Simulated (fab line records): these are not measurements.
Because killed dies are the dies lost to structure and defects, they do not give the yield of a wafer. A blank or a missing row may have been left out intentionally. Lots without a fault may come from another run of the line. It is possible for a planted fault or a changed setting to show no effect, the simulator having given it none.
Chamber matching    flow nand_harc    ald_metal-04 running NHARC_A_CONTACT_ALD_18: 4 sister chambers
The step deposits TiN, target thk 3 nm, pulse time 1 s, ald cycles 150. 4 wafers are shown with their chamber, then 12 later ones without.

WAFERS PAIRED WITH THEIR CHAMBERS
wafer   chamber  heater_power_w (W)
L088.5  3        973
L093.4  2        1199
L093.5  0        894
L093.6  1        977

WAFERS WITHOUT THEIR CHAMBER
wafer   heater_power_w (W)
L094.3  874
L094.5  1199
L094.6  981
L096.1  898
L096.2  1191
L096.6  1201
L095.1  888
L095.2  998
L095.6  1004
L095.3  965
L095.4  1206
L095.5  1197

CHAMBER TAKEN BY EACH
wafer   from the rows above      in truth
L094.3  0                        0
L094.5  2                        2
L094.6  can't be placed: 1 or 3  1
L096.1  0                        0
L096.2  2                        2
L096.6  2                        2
L095.1  0                        0
L095.2  can't be placed: 1 or 3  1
L095.6  can't be placed: 1 or 3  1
L095.3  can't be placed: 3 or 1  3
L095.4  2                        2
L095.5  2                        2
8 of 12 placed correctly. These rows do not allow placing 4 (true chamber among the candidates in 4). Placed wrongly: 0.
How it was worked out, from the rows above alone: a wafer's distance from a chamber is the root of the sum, over the readings, of the square of ((its reading less the chamber's mean) divided by the reading's scatter). The wafer belongs to the nearest chamber; if the next one is less than 2 further off, it can't be placed. For every chamber, the mean is computed from those of its wafers that are shown. The scatter: root of mean squared gap, hidden wafer to nearest shown wafer, with one shown wafer a chamber.
